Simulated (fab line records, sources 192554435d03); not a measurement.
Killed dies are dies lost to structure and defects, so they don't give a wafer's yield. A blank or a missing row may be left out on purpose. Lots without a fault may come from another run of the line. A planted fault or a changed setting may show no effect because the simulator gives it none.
Chamber matching | flow n5_finfet | N5_HKMG_FIN_ETCH_35 on rie_diel-02: 4 sister chambers
The step etches SOC in N2/H2, target depth 215.8 nm, time 243.4 s. 18 wafers are shown with their chamber, then 9 later ones without.

WAFERS WITH THEIR CHAMBER
wafer  | chamber | showerhead_plenum_p_Torr (Torr) | drypump_motor_current_A (A) | oes_product_au (a.u.)
L077.3 | 3       | 2.48                            | 6.0                         | 0.91
L077.5 | 0       | 2.35                            | 6.4                         | 0.77
L077.6 | 3       | 2.48                            | 6.0                         | 0.91
L079.2 | 3       | 2.47                            | 5.9                         | 0.90
L079.3 | 0       | 2.35                            | 6.3                         | 0.77
L079.6 | 2       | 2.50                            | 5.8                         | 0.69
L082.2 | 3       | 2.47                            | 6.0                         | 0.88
L082.3 | 1       | 2.66                            | 5.4                         | 0.74
L082.5 | 2       | 2.49                            | 5.8                         | 0.69
L086.1 | 2       | 2.49                            | 5.8                         | 0.69
L086.4 | 3       | 2.47                            | 6.0                         | 0.87
L086.6 | 1       | 2.65                            | 5.4                         | 0.73
L088.2 | 1       | 2.65                            | 5.4                         | 0.73
L088.5 | 3       | 2.47                            | 6.0                         | 0.86
L088.6 | 2       | 2.49                            | 5.8                         | 0.69
L089.4 | 1       | 2.65                            | 5.4                         | 0.73
L089.5 | 3       | 2.46                            | 5.9                         | 0.86
L089.6 | 0       | 2.34                            | 6.4                         | 0.77

SIGNATURES (means of the wafers above)
reading                  | chamber 0 | chamber 1 | chamber 2 | chamber 3 | scatter within a chamber
showerhead_plenum_p_Torr | 2.3467    | 2.6525    | 2.4925    | 2.4714    | 0.00599
drypump_motor_current_A  | 6.367     | 5.400     | 5.800     | 5.971     | 0.0387
oes_product_au           | 0.7700    | 0.7325    | 0.6900    | 0.8843    | 0.0148
Rule: a wafer's distance from a chamber is the root of the sum, over the readings, of the square of ((its reading less the chamber's mean) divided by the reading's scatter). The wafer belongs to the nearest chamber; if the next one is less than 2 further off, it can't be placed. The scatter: the root of (the sum of the squares of (reading less its chamber's mean) over the shown wafers, divided by (wafers less chambers)).

WAFERS WITHOUT THEIR CHAMBER
wafer  | showerhead_plenum_p_Torr (Torr) | drypump_motor_current_A (A) | oes_product_au (a.u.)
L091.1 | 2.49                            | 5.8                         | 0.68
L091.3 | 2.65                            | 5.4                         | 0.72
L091.5 | 2.49                            | 5.8                         | 0.68
L093.1 | 2.46                            | 6.0                         | 0.85
L093.4 | 2.34                            | 6.4                         | 0.75
L093.5 | 2.46                            | 6.0                         | 0.85
L094.1 | 2.46                            | 6.0                         | 0.84
L094.5 | 2.46                            | 6.0                         | 0.85
L094.6 | 2.34                            | 6.4                         | 0.75

WHICH CHAMBER EACH WENT THROUGH
wafer  | from the rows above | in truth
L091.1 | 2                   | 2
L091.3 | 1                   | 1
L091.5 | 2                   | 2
L093.1 | 3                   | 3
L093.4 | 0                   | 0
L093.5 | 3                   | 3
L094.1 | 3                   | 3
L094.5 | 3                   | 3
L094.6 | 0                   | 0
Placed correctly: 9 of 9. Can't be placed from these rows: 0. Placed wrongly: 0.
